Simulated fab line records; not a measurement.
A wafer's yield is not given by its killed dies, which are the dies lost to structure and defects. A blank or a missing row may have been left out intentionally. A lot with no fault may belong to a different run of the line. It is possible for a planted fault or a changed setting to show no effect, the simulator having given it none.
fab line records	flow n5Finfet
record lots=10	wafers=30	lastDay=18
route steps=1938 shown BEOL_M3@997 BEOL_M4@1028 PASSIVATION@1936
lots that met no fault: from a run of the same line without faults
startH: start of the lot's first displayed wafer, in hours after the record's first day	waitH: hours elapsed since this lot's preceding step	" unchanged from the row above	L1.1+2: a row that stands for several wafers	- value missing, or start not given	* or withheld: withheld	< > ~ a bound
route shown NAME@n: NAME is a module with steps in the file, n the number in the route of the first one	usual: mean and standard deviation over wafers with no fault	same: alike in all rows	chamber/n: place in a boat	sites: each site's reading	_std_site: the standard deviation of these	_edge_site: outer sites' mean less inner sites'	radiusMm: how far each site lies from the wafer's centre	mask NAME#n: copy n	behind: the last tool/chamber to shape the wafer	hold: reason for holding the lot/hours on hold/outcome of the hold	device: which transistor (n, p or np) failed to switch	end of line: tests run on the same wafers once the route is complete	for a step that has no rows: nothing shown but its recipe	killed: dies lost to structure and defects at the first sort, not the wafer's yield	map: a wafer's dies, x killed, . not, _ none there
set.NAME: the setting that was run; set.NAME@STEP: the one run at that earlier step	model.NAME: the simulator's own value behind a step, which no gauge read
route steps across a sampled set of lots; one table per step, one row per wafer
services: when a tool's chamber went out of use (startH, in hours from the record's first day, below 0 if earlier), for how many hours, and the reason
## steps
# step N5_BEOL_M3_ANNEAL_80
# recipe tempC=400	timeS=240	ambient=vacuum
# usual heaterPowerW=834/92
# same timeS=240
lot.wafer	tool	chamber	startH	waitH	heaterPowerW
L705.1	pvdSputter-03	-	160.47	0.0	807
L705.2	"	-	"	"	785
L705.3	"	-	"	"	713
L707.3	pvdSputter-02	-	173.18	0.0	1003
L707.4	"	-	"	"	869
L707.6	"	-	"	"	964
L708.4	pvdSputter-02	-	176.08	0.0	983
L708.5	"	-	"	"	865
L708.6	"	-	"	"	1005
L709.2	pvdSputter-01	-	189.06	0.0	816
L709.3	"	-	"	"	705
L709.6	"	-	"	"	687
L712.2	pvdSputter-02	-	200.18	0.0	967
L712.4	"	-	"	"	1010
L712.5	"	-	"	"	779
L714.1	pvdSputter-01	-	203.55	0.0	693
L714.5	"	-	"	"	681
L714.6	"	-	"	"	846
L722.1	pvdSputter-03	-	250.75	0.0	784
L722.2	"	-	"	"	702
L722.3	"	-	"	"	852
L721.1	pvdSputter-02	-	252.26	0.0	987
L721.4	"	-	"	"	889
L721.5	"	-	"	"	992
L725.2	pvdSputter-03	-	286.51	0.0	794
L725.4	"	-	"	"	844
L725.6	"	-	"	"	785
L726.1	pvdSputter-01	-	286.68	0.0	848
L726.2	"	-	"	"	871
L726.4	"	-	"	"	816
# step N5_BEOL_M3_SPUTTER_86
# recipe material=Cu	targetThkA=45	tempC=-20	chamberPressurePa=0.07	powerW=withheld	timeS=8.29
# usual chuckGasFlowSccm=1.27/0.05	throttleValvePct=30.3/1.2
# same timeS=8.29
lot.wafer	tool	chamber	startH	waitH	chuckGasFlowSccm	throttleValvePct
L705.1	pvdSputter-03	-	160.83	0.1	1.31	29.9
L705.2	"	-	"	"	1.22	30.5
L705.3	"	-	"	"	1.26	31.1
L707.3	pvdSputter-02	-	173.54	0.1	1.16	30.5
L707.4	"	-	"	"	1.25	28.0
L707.6	"	-	"	"	1.28	30.4
L708.4	pvdSputter-02	-	176.44	0.1	1.23	30.5
L708.5	"	-	"	"	1.25	27.9
L708.6	"	-	"	"	1.35	33.3
L709.2	pvdSputter-01	-	189.42	0.1	1.32	29.9
L709.3	"	-	"	"	1.32	29.6
L709.6	"	-	"	"	1.30	29.7
L712.2	pvdSputter-02	-	200.54	0.1	1.24	30.5
L712.4	"	-	"	"	1.34	33.0
L712.5	"	-	"	"	1.29	30.1
L714.1	pvdSputter-01	-	203.91	0.1	1.27	29.8
L714.5	"	-	"	"	1.24	29.6
L714.6	"	-	"	"	1.32	30.5
L722.1	pvdSputter-03	-	251.11	0.1	1.26	30.5
L722.2	"	-	"	"	1.26	30.9
L722.3	"	-	"	"	1.26	29.0
L721.1	pvdSputter-02	-	252.62	0.1	1.29	32.9
L721.4	"	-	"	"	1.30	28.0
L721.5	"	-	"	"	1.25	30.3
L725.2	pvdSputter-03	-	286.87	0.1	1.32	29.9
L725.4	"	-	"	"	1.33	28.9
L725.6	"	-	"	"	1.26	30.5
L726.1	pvdSputter-01	-	287.04	0.1	1.34	30.8
L726.2	"	-	"	"	1.21	30.5
L726.4	"	-	"	"	1.29	30.0
# step N5_BEOL_M3_SPUTTER_88
# recipe material=Cu	targetThkA=45	tempC=-20	chamberPressurePa=0.07	powerW=withheld	timeS=8.29
# usual chuckGasFlowSccm=1.26/0.055	throttleValvePct=30.3/1.2
# same timeS=8.29
lot.wafer	tool	chamber	startH	waitH	chuckGasFlowSccm	throttleValvePct
L705.1	pvdSputter-03	-	161.05	0.1	1.30	29.8
L705.2	"	-	"	"	1.29	30.8
L705.3	"	-	"	"	1.19	31.1
L707.3	pvdSputter-02	-	173.76	0.1	1.23	30.4
L707.4	"	-	"	"	1.27	28.0
L707.6	"	-	"	"	1.19	30.3
L708.4	pvdSputter-02	-	176.66	0.1	1.34	30.7
L708.5	"	-	"	"	1.15	28.1
L708.6	"	-	"	"	1.35	33.1
L709.2	pvdSputter-01	-	189.64	0.1	1.17	29.7
L709.3	"	-	"	"	1.21	29.5
L709.6	"	-	"	"	1.17	29.9
L712.2	pvdSputter-02	-	200.76	0.1	1.23	30.6
L712.4	"	-	"	"	1.26	33.0
L712.5	"	-	"	"	1.25	30.2
L714.1	pvdSputter-01	-	204.13	0.1	1.24	29.6
L714.5	"	-	"	"	1.36	29.5
L714.6	"	-	"	"	1.12	30.7
L722.1	pvdSputter-03	-	251.33	0.1	1.27	30.5
L722.2	"	-	"	"	1.26	31.1
L722.3	"	-	"	"	1.28	29.0
L721.1	pvdSputter-02	-	252.84	0.1	1.23	33.0
L721.4	"	-	"	"	1.24	28.3
L721.5	"	-	"	"	1.28	30.5
L725.2	pvdSputter-03	-	287.09	0.1	1.30	30.2
L725.4	"	-	"	"	1.28	29.1
L725.6	"	-	"	"	1.23	30.2
L726.1	pvdSputter-01	-	287.26	0.1	1.24	30.6
L726.2	"	-	"	"	1.24	30.7
L726.4	"	-	"	"	1.29	29.8
# step N5_BEOL_M4_COAT_05
# recipe resist=CAR-EUV	spinRpm=1500	resistThkNm=30
# usual spinSpeedRpm=1500.0/0.98
lot.wafer	tool	chamber	startH	waitH	spinSpeedRpm
L705.1	lithoTrack-02	0	164.19	-	1498.6
L705.2	"	0	"	"	1498.8
L705.3	"	0	"	"	1499.6
L707.3	lithoTrack-05	0	177.84	-	1500.1
L707.4	"	0	"	"	1500.7
L707.6	"	0	"	"	1502.3
L708.4	lithoTrack-03	0	180.48	-	1501.1
L708.5	"	0	"	"	1499.7
L708.6	"	0	"	"	1501.6
L709.2	lithoTrack-05	0	192.25	-	1498.9
L709.3	"	0	"	"	1501.3
L709.6	"	0	"	"	1500.2
L712.2	lithoTrack-05	0	204.00	-	1369.5
L712.4	"	0	"	"	1370.3
L712.5	"	0	"	"	1369.6
L714.1	lithoTrack-05	0	207.86	-	1367.7
L714.5	"	0	"	"	1369.4
L714.6	"	0	"	"	1369.3
L722.1	lithoTrack-03	0	254.46	-	1500.5
L722.2	"	0	"	"	1499.7
L722.3	"	0	"	"	1500.3
L721.1	lithoTrack-02	0	255.17	-	1500.1
L721.4	"	0	"	"	1500.2
L721.5	"	0	"	"	1499.2
L725.2	lithoTrack-05	0	291.07	-	1497.9
L725.4	"	0	"	"	1499.8
L725.6	"	0	"	"	1499.6
L726.1	lithoTrack-02	0	291.11	-	1499.1
L726.2	"	0	"	"	1499.7
L726.4	"	0	"	"	1499.9
# step N5_BEOL_M4_RC_MEAS_101
# usual DIBL_N=36.4/1.4	DIBL_P=36.3/1.8	IOFF_N=0.163/0.024	IOFF_P=0.21/0.034	ION_N=673/11	ION_P=461/7.4	SS_N=71.6/0.52	SS_P=73.3/0.58	VT_N=249.4/2.5	VT_P=-250/3.5
lot.wafer	tool	chamber	startH	waitH	DIBL_N[mV/V]	DIBL_P[mV/V]	IOFF_N[nA/um]	IOFF_P[nA/um]	ION_N[uA/um]	ION_P[uA/um]	SS_N[mV/dec]	SS_P[mV/dec]	VT_N[mV]	VT_P[mV]
L705.1	prober-02	0	170.66	0.0	37.2	37.1	0.176	0.21	668	451	71.9	73.0	248.3	-249
L705.2	"	0	"	"	36.7	37.9	0.180	0.23	684	467	71.8	73.3	248.2	-249
L705.3	"	0	"	"	37.6	37.5	0.190	0.22	673	456	71.6	72.7	248.1	-249
L707.3	prober-02	0	186.20	0.3	36.8	37.2	0.173	0.19	674	449	71.8	73.8	246.7	-254
L707.4	"	0	"	"	36.2	36.3	0.167	0.19	685	455	71.4	72.5	246.7	-254
L707.6	"	0	"	"	35.0	35.3	0.147	0.17	668	453	71.9	72.8	251.3	-254
L708.4	prober-02	0	192.36	0.5	34.6	33.8	0.118	0.20	651	458	70.6	72.5	254.1	-248
L708.5	"	0	"	"	36.9	36.4	0.154	0.25	661	462	72.2	72.9	247.8	-247
L708.6	"	0	"	"	37.7	38.1	0.176	0.27	682	477	72.1	74.1	249.6	-243
L709.2	prober-01	0	201.78	0.2	37.5	38.4	0.198	0.24	678	458	72.5	74.3	247.3	-249
L709.3	"	0	"	"	39.0	39.6	0.209	0.26	679	460	72.6	74.2	246.0	-252
L709.6	"	0	"	"	37.6	38.6	0.190	0.24	682	469	71.7	73.8	248.4	-249
L712.2	prober-02	0	212.44	0.2	36.0	36.8	0.169	0.23	665	461	72.1	73.5	248.2	-247
L712.4	"	0	"	"	35.0	35.7	0.145	0.21	666	457	71.0	73.2	248.0	-249
L712.5	"	0	"	"	36.5	37.7	0.174	0.26	680	475	71.9	73.9	247.9	-244
L714.1	prober-02	0	218.60	0.0	37.4	37.7	0.189	0.24	675	464	71.9	73.2	245.7	-250
L714.5	"	0	"	"	37.1	37.6	0.195	0.24	708	472	71.1	73.7	246.1	-247
L714.6	"	0	"	"	35.2	35.3	0.146	0.20	686	470	71.2	73.1	252.9	-251
L722.1	prober-01	0	262.24	0.0	35.6	34.6	0.142	0.17	658	449	71.2	72.6	251.1	-254
L722.2	"	0	"	"	35.3	34.4	0.139	0.17	671	454	71.2	72.4	253.0	-258
L722.3	"	0	"	"	37.2	37.2	0.175	0.21	675	463	71.5	73.6	246.6	-252
L721.1	prober-01	0	266.60	0.0	36.4	37.2	0.175	0.22	676	461	71.5	73.4	248.3	-248
L721.4	"	0	"	"	34.9	35.6	0.147	0.19	683	465	70.5	72.6	248.1	-251
L721.5	"	0	"	"	35.2	36.2	0.153	0.19	682	468	70.8	72.1	249.0	-251
L726.1	prober-02	0	300.13	0.0	35.3	31.4	0.130	0.15	674	453	71.3	72.9	250.6	-258
L726.2	"	0	"	"	34.5	30.9	0.117	0.14	669	450	70.8	72.6	251.5	-257
L726.4	"	0	"	"	35.9	32.4	0.137	0.16	660	446	70.6	72.0	250.8	-255
L725.2	prober-02	0	303.23	0.2	35.1	34.8	0.137	0.19	665	460	70.9	73.0	250.8	-250
L725.4	"	0	"	"	36.0	35.2	0.146	0.20	666	455	71.1	72.9	251.1	-250
L725.6	"	0	"	"	35.1	35.0	0.142	0.20	662	456	70.9	72.6	248.0	-248
# step N5_PASSIVATION_PROBE_49
# usual defectLimitedYield=91.4/1.6	killed_at_M0_to_M3=34/12	killed_at_M4_up=13/5.2	killedAtContacts=11/5.5	killedAtFrontEnd=40/13	killedAtOther=3.4/2.7	killedDies=102/19	killedOpen=66/15	killedShort=33/7.9	sort_bin_5_function=5.1/1.1	sort_bin_6_memory=3.2/0.7	sortNPass=1078/19	sortYieldPct=91.4/1.6
# same grossDies=1180	killedAtBackSide=0	sort_bin_4_leakage[%]=0	sort_bin_8_speed[%]=0
lot.wafer	tool	chamber	startH	waitH	defectLimitedYield[%]	killed_at_M0_to_M3	killed_at_M4_up	killedAtContacts	killedAtFrontEnd	killedAtOther	killedDies	killedOpen	killedShort	sort_bin_5_function[%]	sort_bin_6_memory[%]	sortNPass	sortYieldPct[%]
L714.1	prober-02	-	321.67	0.0	91.8	36	13	5	36	7	97	60	32	5.3	2.6	1083	91.8
# killed by level:class
L714.1 BEOL_M2:geometricParticle:open=12 FIN_SAQP:geometricParticle:short=6 BEOL_M1:geometricParticle:open=6 STARTING-WAFER:geometricParticle:short=6 FIN_SAQP:geometricParticle:open=5 STI_FIN_REVEAL:geometricParticle:open=5 BEOL_M3:geometricParticle:open=5 MOL_CONTACT_COAG:geometricParticle:open=4
## services
tool	chamber	startH	hours	kind
lithoTrack-02	-	165.16	-	consumableReplace:filter
lithoTrack-02	-	268.85	-	consumableReplace:filter
## key
firstSign step=N5_BEOL_M4_COAT_05	reading=spinSpeedRpm	direction=down	sigmas=99+	usual=*	struck=*
effect none on later readings
metAt N5_BEOL_M4_COAT_05
struckLots L712,L714
notActingAt N5_BEOL_M3_ANNEAL_80,N5_BEOL_M3_SPUTTER_86,N5_BEOL_M3_SPUTTER_88
onsetBetween 192.25 204.00
fault kind=processParameterDrift	tool=lithoTrack-05	chamber=-	onsetH=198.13	steps=N5_BEOL_M4_COAT_05	channel=spinRpm	offset=*	shape=step	endH=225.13	actsIn=*	stated=*
